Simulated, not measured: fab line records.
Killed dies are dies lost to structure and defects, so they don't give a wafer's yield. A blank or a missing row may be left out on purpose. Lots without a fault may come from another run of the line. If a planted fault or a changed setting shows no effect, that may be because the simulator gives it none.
Which tool is to blame?    flow n5_finfet    28 wafers from 10 lots sampled at 6 of the route's 1938 steps

== WHAT THE GAUGES READ, wafer by wafer ==
N5_BEOL_M4_RC_MEAS_101.
lot   measured      on         DIBL_N (mV/V)   DIBL_P (mV/V)   IOFF_N (nA/um)  IOFF_P (nA/um)  ION_N (uA/um)  ION_P (uA/um)  SS_N (mV/dec)   SS_P (mV/dec)   VT_N (mV)    VT_P (mV)
L102  day 10 06:04  prober-01  41.7 34.2 40.5  40.4 32.3 40.5  0.31 0.13 0.29  0.35 0.19 0.34  707 678 703    476 467 475    73.8 70.7 72.2  74.9 72.7 74.8  241 251 241  -242 -250 -243
L100  day 10 08:25  prober-02  34.9 37.0       33.9 37.6       0.13 0.17       0.17 0.22       671 684        460 468        70.6 71.1       73.4 74.7       255 248      -254 -252
L101  day 10 11:35  prober-02  37.2 40.6 39.5  37.7 42.3 40.8  0.14 0.24 0.20  0.20 0.28 0.25  667 706 685    462 478 465    71.1 72.4 72.2  73.0 74.4 74.3  253 241 248  -253 -245 -247
L106  day 11 10:42  prober-02  35.6 36.0 32.7  36.7 35.2 32.9  0.16 0.15 0.11  0.20 0.17 0.16  667 651 653    461 445 454    71.5 72.3 70.0  73.4 73.0 73.2  247 253 254  -250 -253 -254
L107  day 11 12:14  prober-01  36.6 36.9       35.0 35.7       0.16 0.18       0.21 0.22       691 697        467 473        71.0 71.7       73.7 73.7       253 249      -253 -250
L105  day 11 17:02  prober-02  35.0 42.0 34.9  34.2 43.0 33.9  0.13 0.28 0.13  0.15 0.29 0.16  644 704 676    440 470 457    71.1 73.0 71.1  72.1 74.2 73.0  253 241 249  -258 -251 -253
L104  day 11 21:37  prober-01  39.1 37.9 34.6  39.4 39.1 33.8  0.21 0.18 0.12  0.24 0.23 0.17  694 666 664    469 461 457    72.9 72.4 70.8  74.1 73.7 73.6  247 250 255  -248 -251 -254
L108  day 12 06:16  prober-01  37.4 37.1 35.6  37.5 36.5 34.6  0.16 0.14 0.12  0.22 0.21 0.18  680 658 665    464 465 464    71.7 72.3 71.1  73.9 73.2 72.7  251 254 255  -249 -248 -251
L120  day 15 03:29  prober-02  34.4 36.6 37.4  33.6 36.6 37.9  0.13 0.17 0.18  0.17 0.22 0.24  667 691 679    457 472 468    70.5 71.7 71.6  72.3 73.8 73.5  250 249 250  -251 -248 -246
L121  day 15 13:25  prober-01  34.9 37.3 35.3  36.2 38.6 35.4  0.12 0.16 0.13  0.17 0.21 0.16  664 671 666    459 469 453    71.3 71.8 71.5  73.3 74.0 72.8  257 252 255  -256 -251 -258

N5_BEOL_M9_INSPECT_30: inspects for defects (brightfield).
lot   measured      on                 raw_defect_count
L102  day 12 03:28  defect_inspect-01  487 524 608
L100  day 12 06:41  defect_inspect-02  419 408
L101  day 12 10:02  defect_inspect-02  444 536 529
L106  day 13 06:47  defect_inspect-02  593 491 521
L107  day 13 03:11  defect_inspect-01  302 437
L105  day 14 00:16  defect_inspect-01  344 422 384
L104  day 13 13:15  defect_inspect-01  517 349 311
L108  day 14 04:28  defect_inspect-02  463 457 479
L120  day 17 02:58  defect_inspect-02  417 256 452
L121  day 17 11:28  defect_inspect-02  344 443 408

N5_BEOL_M10_THK_MEAS_01.
lot   measured      on             M10_ILD_THK (nm)
L102  day 12 07:29  film_metro-01  270 267 273
L100  day 12 10:29  film_metro-01  266 271
L101  day 12 14:20  film_metro-02  261 265 268
L106  day 13 10:28  film_metro-02  265 268 264
L107  day 13 07:11  film_metro-01  264 274
L105  day 14 04:10  film_metro-02  269 269 271
L104  day 13 17:17  film_metro-01  266 265 272
L108  day 14 08:08  film_metro-02  265 269 267
L120  day 17 07:07  film_metro-02  220 222 269
L121  day 17 19:11  film_metro-02  267 271 274

== EACH LOT AND THE TOOL THAT RAN IT (in order: tool; ch and the chambers of the sampled wafers; start) ==
lot   N5_BEOL_M9_DEGAS_44           N5_BEOL_M9_DEP_56              N5_BEOL_M10_ILD_DEP_00
L102  pvd_sputter-02, day 12 04:46  pecvd-03 ch 0,1, day 12 06:45  pecvd-04 ch 1,2, day 12 06:53
L100  pvd_sputter-02, day 12 08:00  pecvd-03 ch 1,2, day 12 09:47  pecvd-01 ch 0,2, day 12 09:55
L101  pvd_sputter-02, day 12 12:10  pecvd-01 ch 0,2, day 12 13:36  pecvd-01 ch 0,1,2, day 12 13:44
L106  pvd_sputter-03, day 13 08:04  pecvd-03 ch 0,1, day 13 09:33  pecvd-04 ch 1,2, day 13 09:52
L107  pvd_sputter-03, day 13 04:18  pecvd-01 ch 0,1, day 13 06:28  pecvd-01 ch 1,2, day 13 06:35
L105  pvd_sputter-03, day 14 01:17  pecvd-03 ch 1,2, day 14 03:25  pecvd-04 ch 1,2, day 14 03:34
L104  pvd_sputter-03, day 13 14:38  pecvd-03 ch 0,2, day 13 16:34  pecvd-03 ch 0,1,2, day 13 16:42
L108  pvd_sputter-01, day 14 05:54  pecvd-02 ch 1,2, day 14 07:23  pecvd-03 ch 1,2, day 14 07:31
L120  pvd_sputter-01, day 17 03:59  pecvd-01 ch 0,1, day 17 05:37  pecvd-04 ch 0,2, day 17 05:45
L121  pvd_sputter-02, day 17 16:54  pecvd-01 ch 0,2, day 17 18:27  pecvd-01 ch 0,1,2, day 17 18:35
- N5_BEOL_M9_DEGAS_44: time 60 s.
- N5_BEOL_M9_DEP_56: deposits SiCN from 3MS/NH3, target thk 15 nm, time 26.5 s.
- N5_BEOL_M10_ILD_DEP_00: deposits SiCOH lowk from DEMS/porogen, target thk 308.51 nm, time 58 s.

== AS READ BY THE TOOLS THEMSELVES (means over the sampled wafers that have a number; for cases with no such wafer, the mark the record gives instead) ==
N5_BEOL_M9_DEGAS_44.
lot   tool            heater_power_w (W)
L102  pvd_sputter-02  331
L100  pvd_sputter-02  302
L101  pvd_sputter-02  327
L106  pvd_sputter-03  339
L107  pvd_sputter-03  333
L105  pvd_sputter-03  340
L104  pvd_sputter-03  314
L108  pvd_sputter-01  345
L120  pvd_sputter-01  337
L121  pvd_sputter-02  305

N5_BEOL_M9_DEP_56.
lot   tool      showerhead_plenum_p_Torr (Torr)  throttle_valve_pct (%)
L102  pecvd-03  3.680                            9.9
L100  pecvd-03  3.667                            8.6
L101  pecvd-01  3.667                            9.3
L106  pecvd-03  3.678                            9.9
L107  pecvd-01  3.663                            9.3
L105  pecvd-03  3.663                            8.8
L104  pecvd-03  3.669                            10.0
L108  pecvd-02  3.671                            8.9
L120  pecvd-01  3.661                            9.4
L121  pecvd-01  3.665                            8.9

N5_BEOL_M10_ILD_DEP_00.
lot   tool      heater_power_w (W)  showerhead_plenum_p_Torr (Torr)  throttle_valve_pct (%)
L102  pecvd-04  328                 5.718                            14.8
L100  pecvd-01  296                 5.736                            13.8
L101  pecvd-01  281                 5.749                            14.0
L106  pecvd-04  335                 5.723                            14.7
L107  pecvd-01  245                 5.732                            13.5
L105  pecvd-04  317                 5.721                            14.8
L104  pecvd-03  396                 5.748                            14.5
L108  pecvd-03  400                 5.739                            13.6
L120  pecvd-04  298                 5.738                            14.0
L121  pecvd-01  287                 5.739                            14.0

== THE ANSWER, worked out from the rows above alone ==
Rule: the usual values come from the lots themselves. The widest of any qualifying gaps counts: lots, ordered by their means at a reading, are off when they make up no more than a third of the lots, leave a main group of 4 or more, and stand apart from it by 3 or more times the standard deviation of that group's means. The tables above print the reading to a certain number of digits; a main group whose means all agree to those digits is not used. A lot without any number at a reading at which 4 lots or more have one is off too. Any other lot the step has rows for is counted as sound. The gauges are gone through in route order, then the tools' own readings, and for those a lot's mean is taken as printed above. The first step at which some lot is off is used, and at that step the reading that is off furthest; a lot without a number counts as furthest.
Off: L120, seen at N5_BEOL_M10_THK_MEAS_01 (M10_ILD_THK). The main group has a mean of 268 nm with a standard deviation of 1.9.
A tool fits if, at a process step before that reading, it ran every lot that is off, and no sound lot after the first of them. Gauges at N5_BEOL_M10_THK_MEAS_01: tried the same way as those tools. Undecided on this evidence; 2 tools fit (pvd_sputter-01 at N5_BEOL_M9_DEGAS_44, pecvd-04 at N5_BEOL_M10_ILD_DEP_00).

== WHAT THE SIMULATOR HAD INSERTED ==
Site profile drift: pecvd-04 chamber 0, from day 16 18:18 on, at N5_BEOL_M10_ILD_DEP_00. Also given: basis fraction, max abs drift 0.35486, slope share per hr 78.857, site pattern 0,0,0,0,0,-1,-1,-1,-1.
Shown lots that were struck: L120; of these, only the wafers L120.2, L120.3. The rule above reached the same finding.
